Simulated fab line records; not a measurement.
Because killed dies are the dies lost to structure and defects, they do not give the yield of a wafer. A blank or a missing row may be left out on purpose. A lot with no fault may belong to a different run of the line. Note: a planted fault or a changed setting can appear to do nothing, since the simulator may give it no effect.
Struck lot and sound lot, side by side || flow n5_finfet || 16 out of 1938 route steps
Sound: the wafers L833.2, L833.3, L833.6. Struck: wafers L841.3, L841.6. (L841.1 of the same lot was not struck and is left out.) The cause comes at the end.
Per side, at each step with rows, come the tool, then ch with its chambers, and then its first start. Under that, the readings that differ: sound wafers || struck wafers || difference of the means || sigmas: that difference in standard deviations of wafers without a fault.
alike: words and numbers the same on both sides, and readings whose means are apart by under 2 such deviations; not compared: readings that were withheld, readings missing a value for some wafer, numbers with overlapping values and no deviation given by the record, and bounds like >300 which may hide the same value.
The two part at a step that has a row with sigmas, a row that says differs or no value, or rows on one side only. When numbers do not overlap yet have no deviation, they are printed without sigmas and do not part them. Lack of a reading on every wafer of one side parts them only where that side has two or more wafers.

N5_BEOL_M3_ETCH_41: etches SiCN in CH3F/O2, target depth 29.9 nm, time 52.5 s.
  sound on rie_diel-05 ch 1,2; struck on rie_diel-04 ch 2
  alike: bias_w, drypump_motor_current_A, oes_product_au, rf_vpp_V, showerhead_plenum_p_Torr, throttle_valve_pct
  not compared: rf_hours_counter_h
then, 1 step without rows for these wafers: N5_BEOL_M3_STRIP_97 (strips in N2/H2, time 10 s).
N5_BEOL_M3_OCD_MEAS_38:
  struck on ocd-01, day 10 18:13; sound on ocd-01, day 7 04:43
  alike: trench_depth_nm
then, 4 steps without rows for these wafers: N5_BEOL_M3_HM_STRIP_39 (strips TiN in peroxide tin strip, target depth 25 nm, time 158 s); N5_BEOL_M3_SRD_40 (time 30 s); N5_BEOL_M3_PRECLEAN_42 (cleans in residue remover, time 60 s); N5_BEOL_M3_SRD_43 (time 30 s).
N5_BEOL_M3_CD_MEAS_35: target cd 18 nm, target cd y 21 nm.
  struck on cd_sem-02, day 10 18:22; sound on cd_sem-01, day 7 04:52
  alike: cd_nm
N5_BEOL_M3_DEGAS_44: time 60 s.
  struck on pvd_sputter-02, day 10 18:41; sound on pvd_sputter-02, day 7 04:55
  alike: heater_power_w
N5_BEOL_M3_PRE_CLEAN_45: time 30 s.
  struck on pvd_sputter-02, day 10 18:44; sound on pvd_sputter-02, day 7 04:57
  alike: heater_power_w
then, 1 step without rows for these wafers: N5_BEOL_M3_ALD_84 (deposits TaN, pulse time 2 s, purge time 3 s, co reactant purge time 2 s).
N5_BEOL_M3_SURFACE_TREAT_85:
  struck on pvd_sputter-02, day 10 19:07; sound on pvd_sputter-02, day 7 05:17
  not compared: throttle_valve_pct
N5_BEOL_M3_CVD_47: deposits Co from CCTBA/H2, target thk 3 nm, time 223.8 s.
  sound on cvd_co-02 ch 1,2, day 7 05:22; struck on cvd_co-02 ch 0,2, day 10 19:13
{"reading": "run_length_s (s)", "sound": "247.4 246.9 246.1", "struck": "375.7 376.1", "difference": "+129.1", "sigmas": "+99 or more"}
N5_BEOL_M3_SPUTTER_48: material Cu, target thk 4.5 nm, time 8.29 s.
  struck on pvd_sputter-03, day 10 20:28; sound on pvd_sputter-02, day 7 05:41
  alike: throttle_valve_pct
N5_BEOL_M4_RC_MEAS_101:
  sound on prober-01 ch 0, day 8 02:30; struck on prober-01 ch 0, day 11 07:55
  alike: DIBL_N, DIBL_P, IOFF_N, IOFF_P, ION_N, ION_P, SS_N, SS_P, VT_N, VT_P
-- here the record skips 5 days between the struck wafers' starts before and after, leaving off in module BEOL_M4 and picking up in module PASSIVATION (first step shown: number 1936 of the route) --
N5_PASSIVATION_PROBE_49:
  struck on prober-02, day 15 20:27; sound on prober-01, day 12 11:07
  alike: defect_limited_yield, killed_at_M0_to_M3, killed_at_M4_up, killed_at_contacts, killed_at_front_end, killed_at_other, killed_dies, killed_open, killed_short, sort_bin_5_function, sort_bin_6_memory, sort_n_pass, sort_yield_pct

## WHERE THEY PART
Only at N5_BEOL_M3_CVD_47, within this record. Later steps at which nothing parts them and some readings are alike: N5_BEOL_M3_SPUTTER_48, N5_BEOL_M4_RC_MEAS_101, N5_PASSIVATION_PROBE_49.

WHY: whatever the simulator had introduced
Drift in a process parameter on cvd_co-02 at N5_BEOL_M3_CVD_47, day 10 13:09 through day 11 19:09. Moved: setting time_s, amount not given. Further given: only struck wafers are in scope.
